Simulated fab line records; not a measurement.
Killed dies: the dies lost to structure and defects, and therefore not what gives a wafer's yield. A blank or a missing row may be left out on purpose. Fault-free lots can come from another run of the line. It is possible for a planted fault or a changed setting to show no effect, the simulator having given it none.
Which of the tools did it? + flow n5 finfet + 22 wafers from 8 lots sampled at 8 of the route's 1938 steps

## WHAT EACH GAUGE READ, for each wafer
N5_BEOL_M2_OCD_MEAS_38. Usual: trench depth nm 55.7 nm, standard deviation 0.66.
| lot  | measured     | on     | trench depth nm (nm) | flag |
|------|--------------|--------|----------------------|------|
| L224 | day 7 03:31  | ocd-02 | 56.3 55.9 56.3       |      |
| L225 | day 7 19:37  | ocd-02 | 55.3 56.2 55.5       |      |
| L227 | day 7 23:01  | ocd-01 | 55.9 55.2 56.3       |      |
| L231 | day 9 12:02  | ocd-01 | 56.5 48.0            | OFF  |
| L236 | day 10 08:32 | ocd-02 | 56.5 47.4            | OFF  |
| L237 | day 10 13:08 | ocd-01 | 55.8 55.0 55.0       |      |
| L242 | day 12 14:16 | ocd-01 | 54.6 55.6 55.6       |      |
| L243 | day 12 20:08 | ocd-02 | 55.2 54.9 55.5       |      |

N5_BEOL_M2_CD_MEAS_35: target cd 18 nm, target cd y 22.2 nm. Usual: cd nm 18.1 nm, standard deviation 0.33.
| lot  | measured     | on        | cd nm (nm)     | flag |
|------|--------------|-----------|----------------|------|
| L224 | day 7 03:40  | cd sem-01 | 18.0 17.8 17.4 |      |
| L225 | day 7 19:50  | cd sem-01 | 18.3 18.1 18.2 |      |
| L227 | day 7 23:10  | cd sem-02 | 18.0 17.9 18.0 |      |
| L231 | day 9 12:11  | cd sem-02 | 18.4 17.8      |      |
| L236 | day 10 08:47 | cd sem-01 | 18.0 17.6      |      |
| L237 | day 10 13:18 | cd sem-02 | 18.1 18.6 17.9 |      |
| L242 | day 12 14:25 | cd sem-02 | 17.3 17.9 17.9 |      |
| L243 | day 12 20:17 | cd sem-03 | 17.8 17.8 18.1 |      |

N5_BEOL_M2_THK_MEAS_53: measures by xrf. Usual: M2_THK 39.0 nm, standard deviation 1.2.
| lot  | measured     | on            | M2_THK (nm)    | flag |
|------|--------------|---------------|----------------|------|
| L224 | day 7 07:10  | film metro-01 | 38.3 38.1 38.2 |      |
| L225 | day 7 23:55  | film metro-02 | 38.4 39.1 38.8 |      |
| L227 | day 8 02:50  | film metro-01 | 38.3 37.8 38.8 |      |
| L231 | day 9 15:50  | film metro-02 | 39.7 30.7      | OFF  |
| L236 | day 10 12:48 | film metro-02 | 41.1 32.5      |      |
| L237 | day 10 18:39 | film metro-02 | 39.7 39.2 39.4 |      |
| L242 | day 12 17:56 | film metro-02 | 36.8 36.9 37.5 |      |
| L243 | day 12 23:41 | film metro-02 | 39.2 37.9 40.4 |      |

N5_BEOL_M2_RS_MEAS_58: uses a four-point probe to measure. Usual: M2_RS 0.678 ohm/sq, standard deviation 0.026.
| lot  | measured     | on            | M2_RS (ohm/sq)    | flag |
|------|--------------|---------------|-------------------|------|
| L224 | day 7 07:25  | film metro-02 | 0.688 0.692 0.694 |      |
| L225 | day 8 00:30  | film metro-01 | 0.691 0.674 0.682 |      |
| L227 | day 8 03:06  | film metro-01 | 0.688 0.699 0.678 |      |
| L231 | day 9 16:05  | film metro-02 | 0.667 0.936       | OFF  |
| L236 | day 10 13:04 | film metro-02 | 0.645 0.880       | OFF  |
| L237 | day 10 18:55 | film metro-02 | 0.663 0.669 0.671 |      |
| L242 | day 12 18:11 | film metro-02 | 0.731 0.733 0.714 |      |
| L243 | day 12 23:56 | film metro-01 | 0.671 0.700 0.645 |      |

N5_BEOL_M4_RC_MEAS_101. Usual: DIBL_N 36.4 mV/V, standard deviation 1.2; DIBL_P 36.1 mV/V, standard deviation 1.6; IOFF_N 0.156 nA/um, standard deviation 0.024; IOFF_P 0.21 nA/um, standard deviation 0.031; ION_N 674 uA/um, standard deviation 11; ION_P 463 uA/um, standard deviation 6.9; SERP_M2 196 ohm/um, standard deviation 12; SERP_M2_max_site 210 ohm/um, standard deviation 14; SS_N 71.5 mV/dec, standard deviation 0.5; SS_P 73.2 mV/dec, standard deviation 0.55; VT_N 250.0 mV, standard deviation 2.9; VT_P -250 mV, standard deviation 3.6.
| lot  | measured     | on        | DIBL_N (mV/V)  | DIBL_P (mV/V)  | IOFF_N (nA/um)    | IOFF_P (nA/um) | ION_N (uA/um) | ION_P (uA/um) | SERP_M2 (ohm/um) | SERP_M2_max_site (ohm/um) | SS_N (mV/dec)  | SS_P (mV/dec)  | VT_N (mV)         | VT_P (mV)      | flag |
|------|--------------|-----------|----------------|----------------|-------------------|----------------|---------------|---------------|------------------|---------------------------|----------------|----------------|-------------------|----------------|------|
| L224 | day 8 06:26  | prober-02 | 35.5 35.4 37.9 | 36.6 36.2 39.3 | 0.160 0.146 0.207 | 0.20 0.18 0.24 | 675 661 679   | 456 450 463   | 203 208 199      | 210 216 234               | 71.5 71.3 71.7 | 73.7 73.5 75.0 | 248.2 250.2 244.5 | -252 -257 -249 |      |
| L225 | day 8 21:00  | prober-02 | 37.3 35.2 36.6 | 39.6 37.1 38.4 | 0.204 0.160 0.183 | 0.26 0.22 0.24 | 698 669 676   | 473 459 461   | 194 191 185      | 206 221 215               | 72.3 71.4 71.8 | 73.9 73.7 73.5 | 245.0 249.5 247.5 | -250 -248 -250 |      |
| L227 | day 8 23:57  | prober-01 | 36.8 38.0 37.1 | 35.8 36.4 36.3 | 0.182 0.195 0.185 | 0.28 0.28 0.29 | 676 683 681   | 470 467 471   | 208 203 200      | 221 217 215               | 71.2 72.1 71.8 | 73.6 74.5 73.5 | 250.4 247.6 247.4 | -245 -242 -243 |      |
| L231 | day 10 09:59 | prober-02 | 35.2 36.3      | 35.4 35.8      | 0.147 0.161       | 0.20 0.21      | 665 685       | 464 472       | 203 267          | 229 303                   | 71.7 71.1      | 72.7 74.1      | 250.9 248.0       | -251 -251      | OFF  |
| L236 | day 11 12:38 | prober-02 | 37.7 35.5      | 36.7 34.2      | 0.170 0.130       | 0.20 0.16      | 672 667       | 455 460       | 186 252          | 206 266                   | 71.7 70.6      | 74.1 73.1      | 250.4 253.5       | -252 -256      |      |
| L237 | day 11 15:52 | prober-01 | 36.6 37.2 35.9 | 34.7 35.6 34.3 | 0.131 0.152 0.130 | 0.19 0.19 0.17 | 657 670 664   | 461 458 460   | 192 190 193      | 222 213 206               | 71.2 71.5 71.3 | 73.2 73.2 73.3 | 252.3 250.9 251.3 | -251 -251 -252 |      |
| L242 | day 13 12:59 | prober-02 | 37.2 35.7 36.0 | 36.8 34.9 34.9 | 0.152 0.127 0.134 | 0.20 0.18 0.18 | 674 669 681   | 464 462 464   | 220 209 209      | 230 221 221               | 71.7 71.3 71.2 | 72.6 72.5 72.6 | 251.9 253.1 253.8 | -254 -254 -255 |      |
| L243 | day 14 02:38 | prober-02 | 37.1 36.2 36.1 | 37.7 36.1 36.2 | 0.179 0.154 0.154 | 0.23 0.20 0.20 | 668 657 670   | 464 455 460   | 195 202 195      | 210 230 200               | 71.8 71.2 71.6 | 74.1 73.4 73.5 | 247.6 252.0 250.1 | -249 -253 -253 |      |

## WHICH TOOL RAN EACH LOT (tool, then ch and the chambers of the sampled wafers, then the start)
| lot  | N5_BEOL_M2_STRIP_36                | N5_BEOL_M2_TRENCH_ETCH_37          | N5_BEOL_M2_ANNEAL_49         |
|------|------------------------------------|------------------------------------|------------------------------|
| L224 | rie diel-02 ch 0,1,3, day 7 03:19  | rie diel-02 ch 0,1,3, day 7 03:22  | pvd sputter-03, day 7 04:41  |
| L225 | rie diel-01 ch 1,2, day 7 19:26    | rie diel-01 ch 1,2, day 7 19:28    | pvd sputter-03, day 7 21:27  |
| L227 | rie diel-01 ch 1,2, day 7 22:49    | rie diel-01 ch 1,2, day 7 22:52    | pvd sputter-03, day 8 00:22  |
| L231 | rie diel-01 ch 1,3, day 9 11:50    | rie diel-01 ch 1,3, day 9 11:53    | pvd sputter-02, day 9 13:21  |
| L236 | rie diel-01 ch 0,1, day 10 08:20   | rie diel-01 ch 0,1, day 10 08:22   | pvd sputter-03, day 10 10:19 |
| L237 | rie diel-03 ch 0,2, day 10 12:56   | rie diel-03 ch 0,2, day 10 12:59   | pvd sputter-01, day 10 16:11 |
| L242 | rie diel-03 ch 0,2, day 12 14:04   | rie diel-03 ch 0,2, day 12 14:07   | pvd sputter-03, day 12 15:28 |
| L243 | rie diel-02 ch 0,2,3, day 12 19:56 | rie diel-02 ch 0,2,3, day 12 19:59 | pvd sputter-01, day 12 21:13 |
- N5_BEOL_M2_STRIP_36: strips in N2/H2.
- N5_BEOL_M2_TRENCH_ETCH_37: etches SiOC in C4F6/O2, target depth 55.555 nm, time 29.2 s.
- N5_BEOL_M2_ANNEAL_49: time 240 s.

## AS READ BY THE TOOLS THEMSELVES (means over the sampled wafers that have a number; for cases with no such wafer, the mark the record gives instead)
N5_BEOL_M2_STRIP_36. Usual: drypump motor current A 5.9 A, standard deviation 0.4; n2 flow sccm 200.0 sccm, standard deviation 0.65; oes product au 0.81 a.u., standard deviation 0.096; rf vpp V 59.1 V, standard deviation 1.3; showerhead plenum p Torr 2.54 Torr, standard deviation 0.083; throttle valve pct 23.46 %, standard deviation 0.21.
| lot  | tool        | drypump motor current A (A) | n2 flow sccm (sccm) | oes product au (a.u.) | rf vpp V (V) | showerhead plenum p Torr (Torr) | throttle valve pct (%) | flag |
|------|-------------|-----------------------------|---------------------|-----------------------|--------------|---------------------------------|------------------------|------|
| L224 | rie diel-02 | 5.4                         | 200.2               | 0.77                  | 60.2         | 2.51                            | 23.51                  |      |
| L225 | rie diel-01 | 5.7                         | 199.3               | 0.81                  | 57.7         | 2.51                            | 23.42                  |      |
| L227 | rie diel-01 | 5.8                         | 199.7               | 0.86                  | 58.5         | 2.50                            | 23.49                  |      |
| L231 | rie diel-01 | 6.1                         | 200.1               | 0.86                  | 59.2         | 2.58                            | 23.47                  |      |
| L236 | rie diel-01 | 6.1                         | 200.2               | 0.89                  | 60.0         | 2.53                            | 23.34                  |      |
| L237 | rie diel-03 | 6.3                         | 200.4               | 0.84                  | 59.6         | 2.46                            | 23.23                  |      |
| L242 | rie diel-03 | 6.3                         | 200.1               | 0.82                  | 60.1         | 2.45                            | 23.25                  |      |
| L243 | rie diel-02 | 5.6                         | 200.2               | 0.81                  | 57.9         | 2.55                            | 23.56                  |      |

N5_BEOL_M2_TRENCH_ETCH_37. Usual: drypump motor current A 5.9 A, standard deviation 0.4; oes product au 0.81 a.u., standard deviation 0.095; rf vpp V 663 V, standard deviation 7.3; showerhead plenum p Torr 2.85 Torr, standard deviation 0.091; throttle valve pct 20.66 %, standard deviation 0.22.
| lot  | tool        | drypump motor current A (A) | oes product au (a.u.) | rf vpp V (V) | showerhead plenum p Torr (Torr) | throttle valve pct (%) | flag |
|------|-------------|-----------------------------|-----------------------|--------------|---------------------------------|------------------------|------|
| L224 | rie diel-02 | 5.4                         | 0.77                  | 665          | 2.83                            | 20.72                  |      |
| L225 | rie diel-01 | 5.7                         | 0.80                  | 652          | 2.82                            | 20.57                  |      |
| L227 | rie diel-01 | 5.8                         | 0.85                  | 654          | 2.80                            | 20.61                  |      |
| L231 | rie diel-01 | 6.1                         | 0.82                  | 662          | 2.88                            | 20.59                  |      |
| L236 | rie diel-01 | 6.1                         | 0.85                  | 657          | 2.84                            | 20.48                  |      |
| L237 | rie diel-03 | 6.3                         | 0.85                  | 670          | 2.76                            | 20.48                  |      |
| L242 | rie diel-03 | 6.3                         | 0.82                  | 670          | 2.75                            | 20.49                  |      |
| L243 | rie diel-02 | 5.7                         | 0.79                  | 664          | 2.87                            | 20.86                  |      |

N5_BEOL_M2_ANNEAL_49. Usual: heater power w 830 W, standard deviation 83.
| lot  | tool           | heater power w (W) | flag |
|------|----------------|--------------------|------|
| L224 | pvd sputter-03 | 773                |      |
| L225 | pvd sputter-03 | 879                |      |
| L227 | pvd sputter-03 | 779                |      |
| L231 | pvd sputter-02 | 828                |      |
| L236 | pvd sputter-03 | 816                |      |
| L237 | pvd sputter-01 | 755                |      |
| L242 | pvd sputter-03 | 835                |      |
| L243 | pvd sputter-01 | 806                |      |

## THE ANSWER, worked out from the rows above alone
Rule: lot off if the mean of its wafers having a number is beyond 3 standard deviations from the usual mean. A lot without any number at a reading at which 4 lots or more have one is off too. Where the step has rows for the other lots, those lots are counted as sound. After the gauges, taken in route order, come the tools' own readings; for these a lot's mean is taken, as printed above. The first step at which some lot is off is used, and at that step the reading that is off furthest; a lot without a number counts as furthest.
Off at N5_BEOL_M2_OCD_MEAS_38 (trench depth nm): L231, L236.
If a tool, at a process step before that reading, ran all the lots that are off and no sound lot after the first of them, it fits. Not tried: the gauges at N5_BEOL_M2_OCD_MEAS_38; whatever is off there is also off at N5_BEOL_M2_RS_MEAS_58, on other tools, and gauge error can't account for it. One fits: N5_BEOL_M2_STRIP_36 and N5_BEOL_M2_TRENCH_ETCH_37 on rie diel-01. At N5_BEOL_M2_STRIP_36 its last sound lot is L227 (day 7 22:49), its first lot that is off L231 (day 9 11:50): a fault that began between those two fits.

## WHAT HAD BEEN PUT IN BY THE SIMULATOR
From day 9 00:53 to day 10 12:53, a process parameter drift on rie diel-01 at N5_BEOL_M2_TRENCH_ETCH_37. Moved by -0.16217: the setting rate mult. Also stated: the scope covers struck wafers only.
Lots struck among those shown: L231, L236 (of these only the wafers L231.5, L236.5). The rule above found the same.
